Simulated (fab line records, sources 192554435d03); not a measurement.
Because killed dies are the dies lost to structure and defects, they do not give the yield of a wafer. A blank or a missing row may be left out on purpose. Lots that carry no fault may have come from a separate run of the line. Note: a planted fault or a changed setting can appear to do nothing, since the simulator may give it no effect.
fab line records ; flow n5_finfet
record: lots: 4; wafers: 12; last_day: 17
route steps=1938 shown BEOL_M9@1413 PASSIVATION@1936
lots that met no fault: from a run of the same line without faults
start_h: hours from the record's opening day to when the first of the lot's shown wafers began ; wait_h: hours elapsed since this lot's preceding step ; " repeats the value in the row above ; L1.1+2: one row covering several wafers at once ; - no value, or no start was given ; * or withheld: withheld ; < > ~ a bound
route shown NAME@n: NAME is a module with steps in the file, n the number in the route of the first one ; usual: the fault-free wafers' mean and standard deviation ; same: alike in all rows ; chamber/n: place in a boat ; sites: each site's reading ; _std_site: the values' standard deviation ; _edge_site: mean of outer sites minus mean of inner sites ; radius_mm: how far each site lies from the wafer's centre ; mask NAME#n: copy n ; behind: tool/chamber where the wafer was last shaped ; hold: reason for holding the lot/hours on hold/outcome of the hold ; device: transistor that didn't switch, given as n, p or np ; end of line: at the end of the route, the tests of the same wafers ; step lacking rows: just its recipe ; killed: count of dies lost to structure and defects at first sort (not the wafer's yield) ; map: dies across one wafer; x = killed, . = not, _ = none there
set.NAME: the setting the step ran with; set.NAME@STEP: the setting that earlier step ran with ; model.NAME: the simulator's own value behind a step, which no gauge read
certain route steps with their lots: each step a table, each wafer a row
services: a tool's chamber out of use, with start hour (start_h, from the record's first day; less than 0 if before it), hours out, and reason
== steps ==
step: N5_BEOL_M9_DEVELOP_10
recipe: develop_time_s: 30; developer: TMAH; resist: CAR-ArF; rinse_liquid: diw; dry: air_spin; dev_temp_c: 23
step: N5_BEOL_M9_DESCUM_16
recipe: chemistry: O2; time_s: 7.9; source_power_w: 50; bias_power_w: 20; pressure_mtorr: 20; rf_frequency_hz: 2.712e+07; temp_c: 40; resist: CAR-ArF; o2_flow_sccm: 225
step: N5_BEOL_M9_ETCH_61
recipe: chemistry: CF4; target: SiARC; target_depth_a: 390; mask_material: CAR-ArF; time_s: 65; ion_energy_ev: 80; pressure_mtorr: 40; source_w: 545; bias_w: 36; Ar_flow_sccm: 100; cf4_flow_sccm: 100; ends: cleared
step: N5_BEOL_M9_ETCH_62
recipe: chemistry: N2/H2; target: SOC; target_depth_a: 1100; overetch_a: 220; mask_material: SiARC; temp_c: 40; time_s: 165; ion_energy_ev: 200; pressure_mtorr: 30; source_w: 840; bias_w: 150; n2_flow_sccm: 200; h2_flow_sccm: 200
step: N5_BEOL_M9_STRIP_68
recipe: chemistry: N2/H2; temp_c: 40; n2_flow_sccm: 200; h2_flow_sccm: 200; rf_frequency_hz: 6e+07
step: N5_BEOL_M9_STRIP_67
recipe: chemistry: CF4; resist: SiARC; power_w: 300; bias_power_w: 75; pressure_mtorr: 50; cf4_flow_sccm: 150; rf_frequency_hz: 6e+07
step: N5_BEOL_M9_HM_OPEN_17
recipe: chemistry: Cl2/BCl3; target_depth_a: 200; overetch_a: 60; target: TiN; mask_material: SOC; ion_energy_ev: 150; pressure_mtorr: 10; icp_w: 1000; bias_w: 126; Cl2_flow_sccm: 53.25; bcl3_flow_sccm: 21.75; Ar_flow_sccm: 25
step: N5_BEOL_M9_STRIP_19
recipe: chemistry: O2; power_w: 400; temp_c: 40; pressure_mtorr: 30; rf_frequency_hz: 6e+07; bias_power_w: 0; overash_fraction: 0.2; o2_flow_sccm: 225
step: N5_BEOL_M9_COAT_63
recipe: resist: SOC; temp_c: 250; time_s: 60; spin_rpm: 1500; resist_thk_nm: 60
usual: exhaust_pa: 44.9/0.83; spin_speed_rpm: 1500.0/0.95
lot.wafer;tool;chamber;start_h;wait_h;exhaust_pa;spin_speed_rpm;model.SOC_of_BEOL_M9_COAT_63.thk_nm
L993.2;litho_track-05;0;208.44;0.0;45.3;1499.8;60
L993.4;litho_track-05;0;208.44;0.0;44.4;1499.6;59.8
L993.6;litho_track-05;0;208.44;0.0;45.3;1499.1;60
L106.1;litho_track-05;0;293.30;2.1;45.0;1574.6;58.4
L106.2;litho_track-05;0;293.30;2.1;44.8;1575.8;58.4
L106.3;litho_track-05;0;293.30;2.1;45.4;1576.2;58.4
L105.2;litho_track-05;0;293.92;0.0;46.3;1575.8;58.4
L105.4;litho_track-05;0;293.92;0.0;44.7;1576.6;58.6
L105.6;litho_track-05;0;293.92;0.0;46.9;1576.4;58.4
L111.2;litho_track-03;0;335.60;1.2;44.4;1500.5;60
L111.3;litho_track-03;0;335.60;1.2;44.5;1499.5;60
L111.5;litho_track-03;0;335.60;1.2;45.2;1500.7;60
step: N5_BEOL_M9_COAT_64
recipe: resist: SiARC; temp_c: 220; time_s: 60; spin_rpm: 1500; resist_thk_nm: 12
step: N5_BEOL_M9_COAT_75
recipe: resist: underlayer; temp_c: 205; time_s: 60; spin_rpm: 1500; resist_thk_nm: 5
step: N5_BEOL_M9_COAT_22
recipe: resist: CAR-EUV; spin_rpm: 1500; resist_thk_nm: 30
step: N5_BEOL_M9_EBR_24
recipe: solvent: PGMEA; ebr_width_mm: 1.5
step: N5_BEOL_M9_SOFTBAKE_23
recipe: temp_c: 110; time_s: 60; resist: CAR-EUV
step: N5_BEOL_M9_EXPOSE_25
recipe: mask_id: V8; na: 0.33; source_shape: annular; sigma_inner: 0.4; sigma_outer: 0.8; polarization: unpolarized; dose_mj: 37.25
step: N5_BEOL_M9_PEB_26
recipe: peb_temp_c: 100; peb_time_s: 60; resist: CAR-EUV
step: N5_BEOL_M9_DEVELOP_27
recipe: develop_time_s: 30; developer: TMAH; resist: CAR-EUV; rinse_liquid: surfactant_rinse; dry: air_spin; dev_temp_c: 23
step: N5_BEOL_M9_DESCUM_33
recipe: chemistry: O2; time_s: 7; source_power_w: 50; bias_power_w: 20; pressure_mtorr: 20; rf_frequency_hz: 2.712e+07; temp_c: 40; resist: CAR-EUV; o2_flow_sccm: 225
step: N5_BEOL_M9_ETCH_76
recipe: chemistry: N2/H2; target: underlayer; target_depth_a: 65; mask_material: CAR-EUV; time_s: 5.2; ion_energy_ev: 200; pressure_mtorr: 30; source_w: 840; bias_w: 150; n2_flow_sccm: 200; h2_flow_sccm: 200; ends: cleared
step: N5_BEOL_M9_ETCH_65
recipe: chemistry: CF4; target: SiARC; target_depth_a: 156; mask_material: CAR-EUV; time_s: 26; ion_energy_ev: 80; pressure_mtorr: 40; source_w: 545; bias_w: 36; Ar_flow_sccm: 100; cf4_flow_sccm: 100; ends: cleared
step: N5_BEOL_M9_ETCH_66
recipe: chemistry: N2/H2; target: SOC; target_depth_a: 800; overetch_a: 160; mask_material: SiARC; temp_c: 40; time_s: 120; ion_energy_ev: 200; pressure_mtorr: 30; source_w: 840; bias_w: 150; n2_flow_sccm: 200; h2_flow_sccm: 200
usual: drypump_motor_current_A: 6.0/0.41; h2_flow_sccm: 200.0/0.6; oes_product_au: 0.59/0.067; rf_vpp_V: 524.6/2.4; showerhead_plenum_p_Torr: 2.57/0.083; throttle_valve_pct: 17.8/0.31
lot.wafer;tool;chamber;start_h;wait_h;drypump_motor_current_A;h2_flow_sccm;oes_product_au;rf_hours_counter_h;rf_vpp_V;showerhead_plenum_p_Torr;throttle_valve_pct;model.etch.depth_nm
L993.2;rie_diel-03;0;209.31;0.0;6.1;199.7;0.57;169;525.7;2.63;17.5;59.92
L993.4;rie_diel-03;1;209.31;0.0;5.7;201.2;0.56;179;524.7;2.52;18.1;59.77
L993.6;rie_diel-03;2;209.31;0.0;6.4;199.5;0.55;-;522.8;2.51;17.6;59.98
L106.1;rie_diel-01;0;293.89;0.0;5.1;200.1;0.53;218;526.2;2.62;17.9;58.41
L106.2;rie_diel-01;1;293.89;0.0;5.7;199.0;0.67;31;520.5;2.49;17.5;58.48
L106.3;rie_diel-01;3;293.89;0.0;6.4;199.5;0.74;5;521.2;2.49;17.3;58.38
L105.2;rie_diel-03;2;294.49;0.0;6.4;200.3;0.53;198;522.8;2.50;17.7;58.33
L105.4;rie_diel-03;0;294.49;0.0;6.1;199.9;0.54;194;526.5;2.62;17.6;58.54
L105.6;rie_diel-03;2;294.49;0.0;6.4;200.2;0.53;-;523.3;2.50;17.7;58.47
L111.2;rie_diel-03;0;336.23;0.0;6.1;200.1;0.55;208;526.5;2.61;17.6;59.92
L111.3;rie_diel-03;1;336.23;0.0;5.7;200.2;0.54;215;523.2;2.50;18.2;60.06
L111.5;rie_diel-03;0;336.23;0.0;6.1;199.6;0.55;-;527.0;2.61;17.6;60.05
step: N5_BEOL_M9_STRIP_69
recipe: chemistry: N2/H2; temp_c: 40; n2_flow_sccm: 200; h2_flow_sccm: 200; rf_frequency_hz: 6e+07
step: N5_BEOL_M9_STRIP_77
recipe: chemistry: N2/H2; temp_c: 40; n2_flow_sccm: 200; h2_flow_sccm: 200; rf_frequency_hz: 6e+07
step: N5_BEOL_M9_VIA_ETCH_34
recipe: chemistry: C4F6/O2; target: SiCOH_lowk; target_depth_a: 1824; mask_material: SOC; taper_deg: 4; time_s: 68.4; ion_energy_ev: 250; pressure_mtorr: 30; source_w: 345; bias_w: 185; Ar_flow_sccm: 300; C4F6_flow_sccm: 10; O2_flow_sccm: 10
usual: drypump_motor_current_A: 6.0/0.4; oes_product_au: 0.77/0.09; rf_vpp_V: 661/20; showerhead_plenum_p_Torr: 2.87/0.088; throttle_valve_pct: 20.90/0.28
lot.wafer;tool;chamber;start_h;wait_h;drypump_motor_current_A;oes_product_au;rf_hours_counter_h;rf_vpp_V;showerhead_plenum_p_Torr;throttle_valve_pct;model.SOC_of_BEOL_M9_COAT_63.thk_nm
L993.2;rie_diel-03;0;209.41;0.0;6.1;0.73;169;646;2.94;20.66;51.2
L993.4;rie_diel-03;1;209.41;0.0;5.7;0.71;179;653;2.81;21.12;51
L993.6;rie_diel-03;2;209.41;0.0;6.4;0.72;-;675;2.83;20.85;50.8
L106.1;rie_diel-01;0;293.99;0.0;5.1;0.70;218;648;2.94;20.95;49.4
L106.2;rie_diel-01;1;293.99;0.0;5.7;0.89;31;619;2.77;20.40;49.4
L106.3;rie_diel-01;3;293.99;0.0;6.3;0.98;6;660;2.78;20.45;49.4
L105.2;rie_diel-03;2;294.59;0.0;6.4;0.71;198;675;2.82;20.90;49.2
L105.4;rie_diel-03;0;294.59;0.0;6.1;0.73;194;646;2.93;20.70;49.8
L105.6;rie_diel-03;2;294.59;0.0;6.4;0.71;-;675;2.82;20.91;49.4
L111.2;rie_diel-03;0;336.33;0.0;6.1;0.71;208;645;2.92;20.73;51.2
L111.3;rie_diel-03;1;336.33;0.0;5.7;0.69;215;651;2.80;21.17;51.2
L111.5;rie_diel-03;0;336.33;0.0;6.1;0.71;-;646;2.92;20.75;51.4
step: N5_BEOL_M9_STRIP_73
recipe: chemistry: C4F6/O2; resist: SiARC; rf_frequency_hz: 6e+07
step: N5_PASSIVATION_PROBE_49
usual: defect_limited_yield: 91.4/1.5; killed_at_M0_to_M3: 36/11; killed_at_M4_up: 14/6; killed_at_contacts: 11/6; killed_at_front_end: 37/11; killed_at_other: 4/3.4; killed_dies: 102/18; killed_open: 66/13; killed_short: 34/7.8; sort_bin_5_function: 5.0/0.97; sort_bin_6_memory: 3.2/0.7; sort_bin_8_speed: 0.0/0.38; sort_n_pass: 1078/19; sort_yield_pct: 91.3/1.6
same: gross_dies: 1180; killed_at_back_side: 0; sort_bin_4_leakage[%]: 0
lot.wafer;tool;chamber;start_h;wait_h;defect_limited_yield[%];killed_at_M0_to_M3;killed_at_M4_up;killed_at_contacts;killed_at_front_end;killed_at_other;killed_dies;killed_open;killed_short;sort_bin_5_function[%];sort_bin_6_memory[%];sort_bin_8_speed[%];sort_n_pass;sort_yield_pct[%]
L105.4;prober-02;-;359.36;0.6;92.1;38;21;11;23;0;93;64;28;4.2;3.6;0;1087;92.1
killed by level:class
L105.4 BEOL_M0_SAQP:geometric_particle:open=11 BEOL_M0_SAQP:geometric_particle:short=10 MOL_CONTACT_COAG:geometric_particle:open=9 BEOL_M2:geometric_particle:open=7 BEOL_M4:geometric_particle:open=7 FIN_SAQP:geometric_particle:short=4 DUMMY_GATE:geometric_particle:open=4 BEOL_M5:geometric_particle:open=4
== services ==
tool;chamber;start_h;hours;kind
rie_diel-01;1;187.49;-;clean
rie_diel-01;1;187.49;-;consumable_replace:focus_ring
rie_diel-01;1;187.49;23.4;scheduled_down
rie_diel-01;1;187.49;23.4;vent_cycle
rie_diel-03;-;198.08;1.1;repair
rie_diel-03;-;199.54;2.6;repair
rie_diel-01;3;213.02;48.6;repair
rie_diel-03;0;216.61;2.9;repair
litho_track-05;-;250.92;-;consumable_replace:filter
rie_diel-01;3;261.78;-;clean
rie_diel-01;3;261.78;-;consumable_replace:focus_ring
rie_diel-01;3;261.78;18.0;scheduled_down
rie_diel-01;3;261.78;18.0;vent_cycle
rie_diel-03;-;283.25;0.1;repair
rie_diel-03;1;299.40;1.6;repair
== key ==
first_sign: step: N5_BEOL_M9_COAT_63; reading: spin_speed_rpm; direction: up; sigmas: 80; usual: *; struck: *
effect none on later readings
model_effect: step: N5_BEOL_M9_COAT_63; value: SOC_of_BEOL_M9_COAT_63.thk_nm; without: 59.9; struck: 58.43
model_effect: step: N5_BEOL_M9_ETCH_66; value: etch.depth_nm; without: 59.91; struck: 58.44
model_effect: step: N5_BEOL_M9_VIA_ETCH_34; value: SOC_of_BEOL_M9_COAT_63.thk_nm; without: 50.9; struck: 49.43
met_at N5_BEOL_M9_COAT_63
struck_wafers L105.2,L105.4,L105.6,L106.1,L106.2,L106.3
onset_between 208.44 293.30
fault: kind: process_parameter_drift; tool: litho_track-05; chamber: -; onset_h: 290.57; steps: N5_BEOL_M9_COAT_63; channel: spin_rpm; offset: *; shape: step; end_h: 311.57; acts_in: *; stated: *
